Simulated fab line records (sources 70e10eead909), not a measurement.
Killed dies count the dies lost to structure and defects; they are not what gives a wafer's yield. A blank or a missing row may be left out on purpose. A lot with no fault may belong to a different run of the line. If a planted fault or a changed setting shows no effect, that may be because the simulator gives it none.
Which of the tools did it? -- flow nandHarc -- 13 lots, 37 wafers sampled, at 6 steps of a route of 1302

== WHAT EACH GAUGE READ, for each wafer ==
NHARC_A_ONON_D1_THK_MEAS_11: measures by ellipsometry. Usual: thkNm at 1000 nm, with a standard deviation of 10.
lot,measured,on,thkNm (nm),flag
L899,day 8 01:04,filmMetro-01,995 994 994,
L903,day 9 06:23,filmMetro-02,1003 1004 1003,
L904,day 9 18:59,filmMetro-02,1006 1006 1007,
L908,day 11 17:52,filmMetro-01,995 997,
L910,day 12 11:03,filmMetro-01,1000 998,
L912,day 13 00:53,filmMetro-02,982 983 982,
L913,day 13 18:02,filmMetro-02,1012 1012 1013,
L914,day 13 22:54,filmMetro-01,1011 1010 1012,
L916,day 15 06:20,filmMetro-02,985 986 986,
L917,day 15 15:53,filmMetro-02,983 981 983,
L919,day 16 02:11,filmMetro-01,1011 1012 1010,
L921,day 16 14:16,filmMetro-01,1009 1009 1007,
L922,day 17 07:19,filmMetro-02,1002 1004 1001,

NHARC_A_ONON_D1_THK_MEAS_27: measures by ellipsometry. Usual: thkNm at 1002 nm, with a standard deviation of 13.
lot,measured,on,thkNm (nm),flag
L899,day 8 11:35,filmMetro-02,1027 1029 1028,
L903,day 9 16:23,filmMetro-01,1016 1014 1015,
L904,day 10 06:22,filmMetro-01,982 981 982,
L908,day 12 03:54,filmMetro-02,992 666,OFF
L910,day 12 20:53,filmMetro-02,992 663,OFF
L912,day 13 12:00,filmMetro-01,1002 1003 675,OFF
L913,day 14 05:05,filmMetro-01,996 996 996,
L914,day 14 12:01,filmMetro-01,994 994 995,
L916,day 15 22:43,filmMetro-01,1009 1010 1011,
L917,day 15 22:49,filmMetro-01,983 983 984,
L919,day 16 14:24,filmMetro-01,988 988 987,
L921,day 17 00:04,filmMetro-01,1005 1005 1006,
L922,day 17 17:23,filmMetro-02,1002 1005 1004,

NHARC_A_ONON_D1_INSPECT_32. Usual: rawDefectCount at 76, with a standard deviation of 27.
lot,measured,on,rawDefectCount,flag
L899,day 8 12:43,defectInspect-01,53 60 52,
L903,day 9 17:29,defectInspect-02,128 97 76,
L904,day 10 07:29,defectInspect-02,106 85 95,
L908,day 12 05:00,defectInspect-02,50 38,
L910,day 12 22:01,defectInspect-02,68 82,
L912,day 13 13:06,defectInspect-02,49 43 41,
L913,day 14 06:14,defectInspect-02,121 77 107,
L914,day 14 13:08,defectInspect-01,88 49 55,
L916,day 15 23:49,defectInspect-02,85 92 90,
L917,day 15 23:55,defectInspect-01,74 88 105,
L919,day 16 15:38,defectInspect-02,68 76 90,
L921,day 17 01:10,defectInspect-02,124 65 89,
L922,day 17 18:29,defectInspect-02,42 29 34,

NHARC_END_SORT_01. Usual: killedAtArray 54, standard deviation 12; killedAtOther 0.7, standard deviation 1.1; killedAtPeriphery 3.9, standard deviation 2.8; killedDies 59, standard deviation 13; killedOpen 3.4, standard deviation 2; killedShort 2.5, standard deviation 1.7.
lot,measured,on,killedAtArray,killedAtOther,killedAtPeriphery,killedDies,killedOpen,killedShort,flag
L908,day 28 05:28,prober-01,52 671,3 0,2 6,57 677,2 6,1 5,OFF
L910,day 28 19:32,prober-01,42 674,0 0,5 3,47 677,4 8,1 5,OFF
L912,day 29 08:14,prober-02,38 44 671,0 4 0,1 4 6,39 52 677,2 3 3,3 5 2,OFF

== TOOL THAT RAN EACH LOT (tool first, then ch and the chambers of the sampled wafers, then the start) ==
lot,NHARC_A_ZERO_WELL_DESCUM_12,NHARC_A_ONON_D1_DEP_25
L899,"rieDiel-11 ch 1,2,3, day 7 00:34","pecvdOnon-03 ch 0, day 8 11:08"
L903,"rieDiel-05 ch 0,1,3, day 8 05:33","pecvdOnon-04 ch 0, day 9 15:59"
L904,"rieDiel-05 ch 2,3, day 8 16:20","pecvdOnon-01 ch 0, day 10 05:51"
L908,"rieDiel-11 ch 0,1, day 10 19:51","pecvdOnon-01 ch 0, day 12 03:30"
L910,"rieDiel-05 ch 2,3, day 11 12:03","pecvdOnon-01 ch 0, day 12 20:29"
L912,"rieDiel-05 ch 0,2,3, day 11 23:14","pecvdOnon-01 ch 0, day 13 11:29"
L913,"rieDiel-05 ch 0,1, day 12 16:59","pecvdOnon-03 ch 0, day 14 04:35"
L914,"rieDiel-11 ch 0,1,3, day 12 22:56","pecvdOnon-03 ch 0, day 14 11:40"
L916,"rieDiel-05 ch 1,2, day 14 04:02","pecvdOnon-03 ch 0, day 15 22:19"
L917,"rieDiel-05 ch 1,2,3, day 14 15:55","pecvdOnon-01 ch 0, day 15 22:18"
L919,"rieDiel-05 ch 1,2,3, day 15 01:59","pecvdOnon-01 ch 0, day 16 13:53"
L921,"rieDiel-04 ch 0,3, day 15 14:09","pecvdOnon-03 ch 0, day 16 23:41"
L922,"rieDiel-11 ch 0,1,2, day 16 07:21","pecvdOnon-01 ch 0, day 17 16:53"
- NHARC_A_ZERO_WELL_DESCUM_12: chemistry O2, time 3 s.
- NHARC_A_ONON_D1_DEP_25: target thk 1000 nm.

== AS READ BY THE TOOLS THEMSELVES (means over the sampled wafers that have a number; for cases with no such wafer, the mark the record gives instead) ==
NHARC_A_ZERO_WELL_DESCUM_12. Usual: drypumpMotorCurrentA 5.5 A, standard deviation 0.48; oesProductAu 1.000 a.u., standard deviation 0.012; rfVppV 57.7 V, standard deviation 0.95; showerheadPlenumPTorr 1.91 Torr, standard deviation 0.096; throttleValvePct 11.312 %, standard deviation 0.0097.
lot,tool,drypumpMotorCurrentA (A),oesProductAu (a.u.),rfVppV (V),showerheadPlenumPTorr (Torr),throttleValvePct (%),flag
L899,rieDiel-11,5.4,0.991,58.6,1.88,11.307,
L903,rieDiel-05,5.4,0.996,57.6,1.90,11.299,
L904,rieDiel-05,5.3,0.995,56.7,1.87,11.311,
L908,rieDiel-11,4.8,1.002,56.3,1.84,11.309,
L910,rieDiel-05,5.5,1.004,58.0,1.89,11.296,
L912,rieDiel-05,5.6,1.001,57.9,1.95,11.322,
L913,rieDiel-05,5.5,1.010,57.7,1.90,11.316,
L914,rieDiel-11,5.0,1.006,57.0,1.85,11.308,
L916,rieDiel-05,5.7,1.010,57.4,1.91,11.315,
L917,rieDiel-05,5.4,1.002,57.1,1.86,11.304,
L919,rieDiel-05,5.4,0.997,56.7,1.87,11.310,
L921,rieDiel-04,5.4,1.010,57.3,1.95,11.319,
L922,rieDiel-11,5.2,0.997,57.7,1.85,11.312,

NHARC_A_ONON_D1_DEP_25. Usual: sih4FlowSccm at 209.9 sccm, with a standard deviation of 0.58.
lot,tool,sih4FlowSccm (sccm),flag
L899,pecvdOnon-03,210.0,
L903,pecvdOnon-04,210.0,
L904,pecvdOnon-01,209.7,
L908,pecvdOnon-01,209.0,
L910,pecvdOnon-01,209.9,
L912,pecvdOnon-01,209.6,
L913,pecvdOnon-03,209.5,
L914,pecvdOnon-03,210.0,
L916,pecvdOnon-03,209.8,
L917,pecvdOnon-01,210.6,
L919,pecvdOnon-01,210.3,
L921,pecvdOnon-03,210.3,
L922,pecvdOnon-01,210.8,

== THE ANSWER, worked out from the rows above alone ==
Rule: lot off if the mean of its wafers having a number is beyond 3 standard deviations from the usual mean. A lot without any number at a reading at which 4 lots or more have one is off too. Any other lot the step has rows for is counted as sound. The gauges are gone through in route order, then the tools' own readings, and for those a lot's mean is taken as printed above. The first step at which some lot is off is used, and at that step the reading that is off furthest; a lot without a number counts as furthest.
Off at NHARC_A_ONON_D1_THK_MEAS_27 (thkNm): L908, L910, L912.
If a tool, at a process step before that reading, ran all the lots that are off and no sound lot after the first of them, it fits. Not tried: the gauges at NHARC_A_ONON_D1_THK_MEAS_27; whatever is off there is also off at NHARC_END_SORT_01, on other tools, and gauge error can't account for it. Not one of the candidates tried fits.

== WHAT THE SIMULATOR HAD PUT IN ==
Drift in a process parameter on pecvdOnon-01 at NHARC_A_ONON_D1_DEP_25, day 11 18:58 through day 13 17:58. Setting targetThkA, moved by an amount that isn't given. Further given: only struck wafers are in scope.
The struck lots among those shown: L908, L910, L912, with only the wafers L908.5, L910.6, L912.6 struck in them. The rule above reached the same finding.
